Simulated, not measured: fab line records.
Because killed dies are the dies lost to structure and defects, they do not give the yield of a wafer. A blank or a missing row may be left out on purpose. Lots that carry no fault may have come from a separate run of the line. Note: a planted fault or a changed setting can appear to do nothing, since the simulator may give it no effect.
Which tool was responsible? | flow n5_finfet | 28 wafers from 10 lots sampled at 3 of the route's 1938 steps

== WHAT THE GAUGES SHOWED, per wafer ==
N5_FIN_SAQP_INSPECT_40: inspects for defects (brightfield).
lot  | measured    | on                | raw_defect_count
L362 | day 2 03:12 | defect_inspect-01 | 323 223 279
L363 | day 2 07:56 | defect_inspect-02 | 217 216 203
L364 | day 2 14:25 | defect_inspect-01 | 229 143 203
L366 | day 3 02:46 | defect_inspect-02 | 205 219 297
L369 | day 3 20:07 | defect_inspect-01 | 194 252 175
L373 | day 5 01:39 | defect_inspect-01 | 278 310 316
L377 | day 5 20:40 | defect_inspect-01 | 259 188
L378 | day 6 01:59 | defect_inspect-01 | 1364 1355 1244
L379 | day 6 08:31 | defect_inspect-01 | 1369 1551 1274
L382 | day 7 03:46 | defect_inspect-02 | 163 160

== WHAT TOOL EACH LOT RAN ON (gives the tool, then ch and the chambers of the sampled wafers, and finally the start) ==
lot  | N5_FIN_SAQP_RECESS_75             | N5_FIN_SAQP_MANDREL2_REMOVE_60
L362 | vapor_etch-01 ch 0,1, day 1 23:32 | rie_si-02 ch 0,1,2, day 2 02:30
L363 | vapor_etch-02 ch 0,1, day 2 04:19 | rie_si-03 ch 1,2, day 2 07:11
L364 | vapor_etch-02 ch 0,1, day 2 10:49 | rie_si-03 ch 2,3, day 2 13:40
L366 | vapor_etch-01 ch 1, day 2 22:58   | rie_si-03 ch 0,3, day 3 02:05
L369 | vapor_etch-02 ch 0,1, day 3 16:33 | rie_si-02 ch 1,2,3, day 3 19:25
L373 | vapor_etch-02 ch 1, day 4 18:52   | rie_si-02 ch 0,2,3, day 5 00:52
L377 | vapor_etch-02 ch 0,1, day 5 16:59 | rie_si-01 ch 0,3, day 5 19:58
L378 | vapor_etch-02 ch 0,1, day 5 22:31 | rie_si-03 ch 0,3, day 6 01:16
L379 | vapor_etch-02 ch 0,1, day 6 04:05 | rie_si-03 ch 1,3, day 6 07:47
L382 | vapor_etch-01 ch 0,1, day 6 22:41 | rie_si-02 ch 0,3, day 7 03:04
- N5_FIN_SAQP_RECESS_75: chemistry HF/NH3, target SiO2, target depth 14.4 nm, afs cycles 3, sublimation time 60 s.
- N5_FIN_SAQP_MANDREL2_REMOVE_60: chemistry HBr/Cl2/O2, target a-Si, stops on SiNx, bt time 10 s.

== THE ANSWER, worked out from the rows above alone ==
Rule: the usual values come from the lots themselves. Put in order of their means at a reading, lots are off if they are a third of the lots or fewer, leave a main group of 4 or more, and stand apart from it by a gap of 3 or more times the standard deviation of the main group's means; of several such gaps the widest counts. Not used: any main group whose means are identical at the precision the tables above print for the reading. Also off: a lot with no number at a reading for which 4 or more lots have one. All remaining lots with rows at the step are treated as sound.
Off: L378, L379 (N5_FIN_SAQP_INSPECT_40, raw_defect_count). For the main group the mean is 227 and the standard deviation 42.
If a tool, at a process step before that reading, ran all the lots that are off and no sound lot after the first of them, it fits. Gauges at N5_FIN_SAQP_INSPECT_40: tried the same way as those tools. Can't be told from this: 3 tools fit, vapor_etch-02 at N5_FIN_SAQP_RECESS_75, rie_si-03 at N5_FIN_SAQP_MANDREL2_REMOVE_60, defect_inspect-01 at N5_FIN_SAQP_INSPECT_40.

== WHAT THE SIMULATOR HAD INSERTED ==
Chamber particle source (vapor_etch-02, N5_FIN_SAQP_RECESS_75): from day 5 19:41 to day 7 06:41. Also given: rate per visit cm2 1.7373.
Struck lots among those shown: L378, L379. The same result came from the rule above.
